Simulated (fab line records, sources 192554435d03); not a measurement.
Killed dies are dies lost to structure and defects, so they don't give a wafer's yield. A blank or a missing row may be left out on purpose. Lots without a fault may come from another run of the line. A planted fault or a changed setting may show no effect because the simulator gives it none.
A struck lot beside a sound one | flow n5_finfet | 37 steps out of a route of 1938
Sound: wafers L518.1, L518.3, L518.6. Struck: wafer L519.1. (L519.6 of the same lot was not struck and is left out.) The cause comes at the end.
At each step with rows: each side's tool, then ch and its chambers, then its first start. Under that, the readings that differ: sound wafers | struck wafers | difference of the means | sigmas: that difference in standard deviations of wafers without a fault.
alike: readings whose means differ by less than 2 such deviations, and words and numbers that are the same on both sides. not compared: withheld readings, readings that some wafer has no value for, bounds like >300 that may hide the same value, and numbers for which the record gives no deviation and whose values overlap.
The two part at a step that has a row with sigmas, a row that says differs or no value, or rows on one side only. Numbers that don't overlap but have no deviation are shown without sigmas and don't part them. A reading that every wafer of one side lacks parts them only if that side has two wafers or more.

first, 8 steps without rows for these wafers: N5_BEOL_M0_ANNEAL_119 (time 90 s); N5_BEOL_M0_CMP_120 (polishes, stops on SiOC, t overpolish 6.9 s); N5_BEOL_M0_PRE_CLEAN_131 (time 15 s); N5_BEOL_M0_CO_CAP_123 (material Co, precursor CCTBA/H2, target thk 2 nm, time 102.1 s); N5_BEOL_M0_PRE_CLEAN_124 (time 15 s); N5_BEOL_M0_DEP_125 (deposits SiCN from 3MS/NH3, target thk 8 nm, time 14 s); N5_BEOL_M1_ILD_DEP_00 (deposits SiOC from DEMS/O2, target thk 79 nm, time 15.3 s); N5_BEOL_M1_PECVD_72 (deposits SiO2 from TEOS/O2, target thk 16 nm, time 18 s).
N5_BEOL_M1_HM_DEP_02: deposits TiN, target thk 20 nm.
  sound on pvd_sputter-02, day 9 17:45; struck on pvd_sputter-01, day 9 22:26
  reading                                    | sound          | struck | difference | sigmas
  throttle_valve_pct (%)                     | 31.0 31.4 30.9 | 28.5   | -2.6       | -2
  model.TiN_of_BEOL_M1_HM_DEP_02.thk_nm (nm) | 20 19.6 20     | 26.2   | +6.3       |
then, 16 steps without rows for these wafers: N5_BEOL_M1_COAT_61 (time 60 s, resist thk 60 nm); N5_BEOL_M1_COAT_62 (time 60 s, resist thk 12 nm); N5_BEOL_M1_COAT_73 (time 60 s, resist thk 5 nm); N5_BEOL_M1_COAT_05 (resist thk 30 nm); N5_BEOL_M1_EBR_07; N5_BEOL_M1_SOFTBAKE_06 (time 60 s); N5_BEOL_M1_EXPOSE_08 (exposes mask M1); N5_BEOL_M1_PEB_09 (peb time 60 s); N5_BEOL_M1_DEVELOP_10 (develop time 30 s); N5_BEOL_M1_DESCUM_16 (chemistry O2, time 7 s); N5_BEOL_M1_ETCH_74 (etches underlayer in N2/H2, target depth 6.5 nm, time 5.2 s); N5_BEOL_M1_ETCH_63 (etches SiARC in CF4, target depth 15.6 nm, time 26 s); N5_BEOL_M1_ETCH_64 (etches SOC in N2/H2, target depth 75 nm, overetch 15 nm, time 112.5 s); N5_BEOL_M1_STRIP_65 (strips in N2/H2); N5_BEOL_M1_STRIP_75 (strips in N2/H2); N5_BEOL_M1_STRIP_66 (strips in CF4).
N5_BEOL_M1_HM_OPEN_17: chemistry Cl2/BCl3, target TiN, target depth 20 nm, overetch 6 nm.
  sound on rie_metal-02 ch 0,1, day 9 18:40; struck on rie_metal-02 ch 0, day 9 23:20
  reading                  | sound          | struck | difference | sigmas
  model.etch.depth_nm (nm) | 20 19.69 19.95 | 26.12  | +6.24      |
  alike: drypump_motor_current_A, oes_product_au, throttle_valve_pct
  not compared: rf_hours_counter_h
then, 8 steps without rows for these wafers: N5_BEOL_M1_STRIP_19 (strips in O2); N5_BEOL_M1_COAT_67 (time 60 s, resist thk 60 nm); N5_BEOL_M1_COAT_68 (time 60 s, resist thk 12 nm); N5_BEOL_M1_COAT_76 (time 60 s, resist thk 5 nm); N5_BEOL_M1_COAT_22 (resist thk 30 nm); N5_BEOL_M1_EBR_24; N5_BEOL_M1_SOFTBAKE_23 (time 60 s); N5_BEOL_M1_EXPOSE_25 (exposes mask V0, defocus 5 nm, target cd 24 nm).
N5_BEOL_M1_TRENCH_ETCH_37: etches SiOC in C4F6/O2, target depth 55.207 nm, time 29 s.
  sound on rie_diel-01 ch 0,1,2; struck on rie_diel-05 ch 2
  reading                                    | sound          | struck | difference | sigmas
  model.TiN_of_BEOL_M1_HM_DEP_02.thk_nm (nm) | 17.6 17.4 17.6 | 24     | +6         |
  alike: O2_flow_sccm, drypump_motor_current_A, oes_product_au, rf_vpp_V, showerhead_plenum_p_Torr, throttle_valve_pct
  not compared: rf_hours_counter_h
-- the record jumps here: 2 days lie between the struck wafers' starts before and after (it left off in module BEOL_M1 and takes up again in module BEOL_M4, whose first step shown is number 1111 of the route) --
N5_BEOL_M4_RC_MEAS_101:
  sound on prober-01 ch 0, day 11 16:34; struck on prober-01 ch 0, day 11 23:56
  reading       | sound       | struck | difference | sigmas
  ION_N (uA/um) | 683 675 662 | 647    | -26        | -2
  ION_P (uA/um) | 470 465 459 | 449    | -16        | -2
  alike: DIBL_N, DIBL_P, IOFF_N, IOFF_P, SS_N, SS_P, VT_N, VT_P
-- the record jumps here: 4 days lie between the struck wafers' starts before and after (it left off in module BEOL_M4 and takes up again in module PASSIVATION, whose first step shown is number 1936 of the route) --
N5_PASSIVATION_PROBE_49:
  sound on prober-02, day 16 00:44; struck on prober-01, day 16 00:55
  alike: defect_limited_yield, killed_at_M0_to_M3, killed_at_M4_up, killed_at_contacts, killed_at_front_end, killed_at_other, killed_dies, killed_on_rim, killed_open, killed_short, sort_bin_5_function, sort_bin_6_memory, sort_bin_8_speed, sort_n_pass

WHERE THEY PART
First at N5_BEOL_M1_HM_DEP_02; last, within this record, at N5_BEOL_M4_RC_MEAS_101. Later steps at which nothing parts them and some readings are alike: N5_PASSIVATION_PROBE_49.

WHY: what the simulator had put in
Process parameter drift: pvd_sputter-01, from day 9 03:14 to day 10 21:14, at N5_BEOL_M1_HM_DEP_02. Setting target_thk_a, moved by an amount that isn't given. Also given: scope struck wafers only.
